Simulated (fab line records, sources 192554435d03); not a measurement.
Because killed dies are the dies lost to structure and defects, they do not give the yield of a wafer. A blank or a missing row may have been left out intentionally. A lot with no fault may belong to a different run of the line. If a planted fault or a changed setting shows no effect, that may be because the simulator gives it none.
fab line records    flow n5_finfet
record: lots: 7  wafers: 21  last_day: 17
route steps=1938 shown BEOL_M11@1536
lots that met no fault: taken from a fault-free run of the same line
start_h: start of the lot's first displayed wafer, in hours after the record's first day    wait_h: hours elapsed since this lot's preceding step    " same as the row above    L1.1+2: one row covering several wafers at once    - either no value or no given start    * or withheld: withheld    < > ~ a bound
route shown NAME@n: NAME is a module with steps in the file, n the number in the route of the first one    usual: average and standard deviation across the fault-free wafers    same: alike in all rows    chamber/n: place in a boat    sites: per-site readings    _std_site: how widely they spread, as a standard deviation    _edge_site: inner sites' mean taken away from outer sites' mean    radius_mm: for every site, how far away it sits from the centre of the wafer    mask NAME#n: copy n    behind: the most recent tool/chamber to have shaped the wafer    hold: cause of the lot's hold/its duration in hours/its outcome    device: names the non-switching transistor (n, p or np)    end of line: at the end of the route, the tests of the same wafers    a step given without rows: its recipe and nothing more    killed: at the first sort, the dies lost to defects and structure; wafer yield is something else    map: a wafer's dies, marking killed ones x, the rest . and places with no die _
set.NAME: the run value of the setting; set.NAME@STEP: its run value at that earlier step    model.NAME: the simulator's own value behind a step, which no gauge read
a table for each step, a row for each wafer; lots at some steps of the route
services: a tool's chamber out of use, with start hour (start_h, from the record's first day; less than 0 if before it), hours out, and reason
== steps ==
step: N5_BEOL_M11_ILD_DEP_00
recipe: material: SiCOH_lowk  target_thk_a: 3085.1  temp_c: 300  precursor: DEMS/porogen  pressure_torr: 5  rf_w: 500  time_s: 58
usual: heater_power_w: 286/34  showerhead_plenum_p_Torr: 5.733/0.017  throttle_valve_pct: 13.8/0.71
lot.wafer  tool      chamber  start_h  wait_h  heater_power_w  showerhead_plenum_p_Torr  since_wet_clean_h  throttle_valve_pct
L144.1     pecvd-04  2        283.50   0.0     278             5.744                     52                 13.3
L144.3     "         1        "        "       234             5.724                     1531               14.6
L144.6     "         2        "        "       276             5.735                     -                  12.6
L148.1     pecvd-04  2        290.38   0.0     237             5.745                     59                 12.8
L148.3     "         0        "        "       280             5.729                     813                13.8
L148.6     "         1        "        "       251             5.732                     -                  14.6
L149.1     pecvd-02  2        300.83   0.0     303             5.725                     251                12.8
L149.3     "         0        "        "       284             5.720                     1005               14.9
L149.5     "         0        "        "       287             5.725                     -                  14.7
L150.1     pecvd-02  1        311.94   0.0     309             5.764                     1741               14.3
L150.5     "         0        "        "       303             5.703                     -                  14.8
L150.6     "         1        "        "       328             5.747                     -                  14.1
L151.1     pecvd-03  1        312.30   0.0     195             5.729                     1922               13.5
L151.2     "         0        "        "       311             5.733                     1197               13.5
L151.6     "         1        "        "       224             5.728                     -                  13.2
L156.3     pecvd-02  2        344.58   0.0     251             5.755                     294                12.8
L156.4     "         1        "        "       333             5.742                     -                  14.2
L156.6     "         2        "        "       269             5.730                     -                  12.9
L160.3     pecvd-04  2        365.14   0.1     282             5.747                     -                  12.7
L160.5     "         2        "        "       285             5.755                     -                  13.0
L160.6     "         1        "        "       224             5.729                     -                  14.6
step: N5_BEOL_M11_CURE_71
recipe: temp_c: 385  time_s: 240  ambient: He/Ar  material: SiCOH_lowk
usual: lamp_power_pct: 52.31/0.056  wafer_temp_C_max: 386.7/0.57
lot.wafer  tool        chamber  start_h  wait_h  lamp_power_pct  wafer_temp_C_max
L144.1     uv_cure-01  2        283.58   0.0     52.31           387.1
L144.3     "           2        "        "       52.33           386.3
L144.6     "           2        "        "       52.22           387.2
L148.1     uv_cure-03  1        290.45   0.0     52.29           387.3
L148.3     "           1        "        "       52.28           386.7
L148.6     "           1        "        "       52.27           387.3
L149.1     uv_cure-02  2        300.90   0.0     52.26           387.1
L149.3     "           2        "        "       52.35           387.2
L149.5     "           2        "        "       52.22           386.9
L150.1     uv_cure-02  0        312.05   0.1     52.30           386.5
L150.5     "           0        "        "       52.38           386.3
L150.6     "           0        "        "       52.29           385.9
L151.1     uv_cure-01  0        312.41   0.1     52.38           386.3
L151.2     "           0        "        "       52.27           385.8
L151.6     "           0        "        "       52.25           386.4
L156.3     uv_cure-02  2        345.39   0.8     52.28           386.8
L156.4     "           2        "        "       52.31           386.7
L156.6     "           2        "        "       52.24           386.1
L160.3     uv_cure-01  2        365.38   0.2     52.29           386.1
L160.5     "           2        "        "       52.35           386.6
L160.6     "           2        "        "       52.21           386.3
step: N5_BEOL_M11_THK_MEAS_01
recipe: reads: SiCOH_lowk_of_BEOL_M11_ILD_DEP_00
usual: M11_ILD_THK: 268/3.4
lot.wafer  tool           chamber  start_h  wait_h  M11_ILD_THK[nm]
L144.1     film_metro-01  -        284.57   0.8     263
L144.3     "              -        "        "       266
L144.6     "              -        "        "       270
L148.1     film_metro-01  -        290.97   0.4     264
L148.3     "              -        "        "       270
L148.6     "              -        "        "       275
L149.1     film_metro-01  -        301.42   0.4     264
L149.3     "              -        "        "       267
L149.5     "              -        "        "       269
L150.1     film_metro-02  -        312.56   0.4     262
L150.5     "              -        "        "       266
L150.6     "              -        "        "       267
L151.1     film_metro-02  -        312.92   0.4     264
L151.2     "              -        "        "       268
L151.6     "              -        "        "       270
L156.3     film_metro-02  -        345.74   0.3     261
L156.4     "              -        "        "       265
L156.6     "              -        "        "       266
L160.3     film_metro-01  -        365.73   0.3     268
L160.5     "              -        "        "       271
L160.6     "              -        "        "       272
step: N5_BEOL_M11_PECVD_70
recipe: material: SiO2  target_thk_a: 200  temp_c: 400  precursor: TEOS/O2  pressure_torr: 5.5  rf_w: 450  teos_flow_sccm: 53.8  gas: O2  flow_sccm: 3000  time_s: 22.7
usual: heater_power_w: 674/58  showerhead_plenum_p_Torr: 8.76/0.054  throttle_valve_pct: 22.3/1.2
lot.wafer  tool      chamber  start_h  wait_h  heater_power_w  showerhead_plenum_p_Torr  since_wet_clean_h  throttle_valve_pct
L144.1     pecvd-02  0        284.61   0.0     692             8.65                      988                23.9
L144.3     "         1        "        "       754             8.85                      1713               22.7
L144.6     "         1        "        "       724             8.84                      -                  22.6
L148.1     pecvd-02  2        291.00   0.0     669             8.79                      241                20.8
L148.3     "         1        "        "       651             8.84                      1720               23.1
L148.6     "         0        "        "       706             8.65                      -                  23.8
L149.1     pecvd-04  2        301.45   0.0     669             8.80                      70                 20.9
L149.3     "         1        "        "       678             8.74                      1549               23.9
L149.5     "         2        "        "       685             8.78                      -                  21.0
L150.1     pecvd-04  1        312.60   0.0     598             8.75                      1560               23.6
L150.5     "         1        "        "       592             8.75                      -                  23.6
L150.6     "         2        "        "       684             8.78                      -                  21.1
L151.1     pecvd-02  0        312.96   0.0     732             8.63                      1017               23.9
L151.2     "         1        "        "       684             8.83                      1742               23.1
L151.6     "         0        "        "       561             8.65                      -                  23.5
L156.3     pecvd-04  2        345.78   0.0     573             8.81                      114                21.0
L156.4     "         0        "        "       669             8.74                      -                  21.9
L156.6     "         2        "        "       582             8.81                      -                  21.3
L160.3     pecvd-04  1        365.78   0.1     672             8.74                      -                  23.8
L160.5     "         1        "        "       538             8.73                      -                  23.8
L160.6     "         2        "        "       676             8.79                      -                  21.2
step: N5_BEOL_M11_HM_DEP_02
recipe: material: TiN  target_thk_a: 200  temp_c: 25  chamber_pressure_pa: 0.49996
usual: chamber_pressure_pa: 0.5000/0.0011  throttle_valve_pct: 29.7/1.1
lot.wafer  tool            chamber  start_h  wait_h  chamber_pressure_pa  throttle_valve_pct
L144.1     pvd_sputter-03  -        285.61   1.0     0.4989               29.1
L144.3     "               -        "        "       0.5009               31.6
L144.6     "               -        "        "       0.5019               29.7
L148.1     pvd_sputter-03  -        293.04   2.0     0.5004               29.8
L148.3     "               -        "        "       0.5004               28.8
L148.6     "               -        "        "       0.5002               31.3
L149.1     pvd_sputter-01  -        302.09   0.6     0.5011               30.8
L149.3     "               -        "        "       0.4989               28.6
L149.5     "               -        "        "       0.4981               30.9
L150.1     pvd_sputter-02  -        313.12   0.5     0.4996               28.9
L150.5     "               -        "        "       0.4981               29.8
L150.6     "               -        "        "       0.4990               30.4
L151.1     pvd_sputter-02  -        313.38   0.4     0.5001               29.0
L151.2     "               -        "        "       0.5001               28.4
L151.6     "               -        "        "       0.4989               28.3
L156.3     pvd_sputter-01  -        346.42   0.6     0.4989               30.9
L156.4     "               -        "        "       0.4998               29.9
L156.6     "               -        "        "       0.5006               28.8
L160.3     pvd_sputter-01  -        366.44   0.6     0.5005               28.8
L160.5     "               -        "        "       0.4981               31.0
L160.6     "               -        "        "       0.5005               30.8
step: N5_BEOL_M11_COAT_59
recipe: resist: SOC  temp_c: 250  time_s: 60  spin_rpm: 1500  resist_thk_nm: 100
step: N5_BEOL_M11_COAT_60
recipe: resist: SiARC  temp_c: 220  time_s: 60  spin_rpm: 1500  resist_thk_nm: 30
step: N5_BEOL_M11_COAT_05
recipe: resist: CAR-ArF  spin_rpm: 1500  resist_thk_nm: 90
step: N5_BEOL_M11_EBR_07
recipe: solvent: PGMEA  ebr_width_mm: 1.5
step: N5_BEOL_M11_SOFTBAKE_06
recipe: temp_c: 110  time_s: 60  resist: CAR-ArF
step: N5_BEOL_M11_EXPOSE_08
recipe: mask_id: M11  na: 1.35  source_shape: dipole  sigma_inner: 0.411  sigma_outer: 0.611  polarization: te  dose_mj: 53.75
step: N5_BEOL_M11_PEB_09
recipe: peb_temp_c: withheld  peb_time_s: 60  resist: CAR-ArF
step: N5_BEOL_M11_DEVELOP_10
recipe: develop_time_s: 30  developer: TMAH  resist: CAR-ArF  rinse_liquid: diw  dry: air_spin  dev_temp_c: 23
usual: chill_plate_temp_C: 22.99/0.11  develop_time_s: 30/0  developer_temp_C: 23.03/0.1
lot.wafer  tool            chamber  start_h  wait_h  chill_plate_temp_C  develop_time_s  developer_temp_C  model.CAR-ArF_of_BEOL_M11_COAT_05.thk_nm
L144.1     litho_track-02  0        286.05   -       23.08               30              22.92             88
L144.3     "               0        "        "       23.03               30              22.92             88
L144.6     "               0        "        "       22.91               30              22.88             88
L148.1     litho_track-01  -        293.35   -       -                   -               -                 90
L148.3     "               -        "        "       -                   -               -                 89.8
L148.6     "               -        "        "       -                   -               -                 89.8
L149.1     litho_track-02  -        302.40   -       -                   -               -                 89.6
L149.3     "               -        "        "       -                   -               -                 89.6
L149.5     "               -        "        "       -                   -               -                 89.6
L150.1     litho_track-01  -        313.56   -       -                   -               -                 89.6
L150.5     "               -        "        "       -                   -               -                 89.8
L150.6     "               -        "        "       -                   -               -                 89.8
L151.1     litho_track-02  0        313.82   -       23.02               30              22.98             88.4
L151.2     "               0        "        "       22.89               30              22.82             88.4
L151.6     "               0        "        "       22.99               30              22.86             88.4
L156.3     litho_track-02  0        346.92   -       22.88               30              22.96             88
L156.4     "               0        "        "       22.91               30              23.22             88.2
L156.6     "               0        "        "       22.87               30              23.05             88.2
L160.3     litho_track-01  0        366.76   -       22.91               30              23.15             88.4
L160.5     "               0        "        "       22.88               30              22.90             88.4
L160.6     "               0        "        "       23.06               30              22.97             87.8
step: N5_BEOL_M11_CD_MEAS_11
recipe: target_cd_nm: 64.1  landing_energy_ev: 500  detector: se_inlens  polarity: opening
usual: cd_nm: 64.1/0.53
lot.wafer  tool       chamber  start_h  wait_h  cd_nm
L144.1     cd_sem-02  0        286.11   -       64.0
L144.3     "          0        "        "       64.2
L144.6     "          0        "        "       64.5
L148.1     cd_sem-01  0        293.41   -       -
L148.3     "          0        "        "       -
L148.6     "          0        "        "       -
L149.1     cd_sem-01  0        302.46   -       -
L149.3     "          0        "        "       -
L149.5     "          0        "        "       -
L150.1     cd_sem-02  0        313.62   -       -
L150.5     "          0        "        "       -
L150.6     "          0        "        "       -
L151.1     cd_sem-01  0        313.88   -       64.3
L151.2     "          0        "        "       65.0
L151.6     "          0        "        "       64.1
L156.3     cd_sem-02  0        346.98   -       64.3
L156.4     "          0        "        "       64.4
L156.6     "          0        "        "       63.7
L160.3     cd_sem-03  0        366.82   -       64.4
L160.5     "          0        "        "       65.0
L160.6     "          0        "        "       64.8
== services ==
tool            chamber  start_h  hours  kind
pecvd-03        -        263.84   1.6    repair
pecvd-02        -        266.62   1.8    repair
pecvd-02        2        307.08   5.5    scheduled_down
pecvd-03        -        307.52   3.1    repair
pecvd-02        1        314.62   -      calibration
uv_cure-01      -        323.47   2.1    pm
pecvd-02        2        325.63   3.6    repair
uv_cure-02      -        326.17   7.5    pm
uv_cure-01      -        326.96   24.9   pm
pecvd-04        -        335.62   0.3    repair
pvd_sputter-03  -        340.21   4.5    repair
pecvd-03        -        350.19   1.3    repair
pecvd-04        0        361.84   16.5   scheduled_down
pecvd-03        -        365.61   4.8    repair
== key ==
first_sign: step: N5_BEOL_M11_DEVELOP_10  reading: tool_record  direction: missing
effect none on later readings
model_effect: step: N5_BEOL_M11_DEVELOP_10  value: CAR-ArF_of_BEOL_M11_COAT_05.thk_nm  without: 88  struck: 89.73
met_at N5_BEOL_M11_DEVELOP_10
struck_wafers L148.1,L148.3,L148.6,L149.1,L149.3,L149.5,L150.1,L150.5,L150.6
later_rows_left_out L148.1,L148.3,L148.6,L149.1,L149.3,L149.5,L150.1,L150.5,L150.6
sort_left_out L148.1,L148.3,L148.6,L149.1,L149.3,L149.5,L150.1,L150.5,L150.6
onset_between 286.05 293.35
fault: kind: skipped_step_whole  tool: litho_track-01,litho_track-02  chamber: -  onset_h: 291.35  steps: N5_BEOL_M11_DEVELOP_10  scope: struck_lots_only
sort_left_out: the simulated sort isn't trusted on such a fault, so these wafers' sort isn't shown, and their yield isn't known
later_rows_left_out: the simulator's readings of these wafers behind a module that went badly wrong aren't trusted and aren't shown, but for the sort
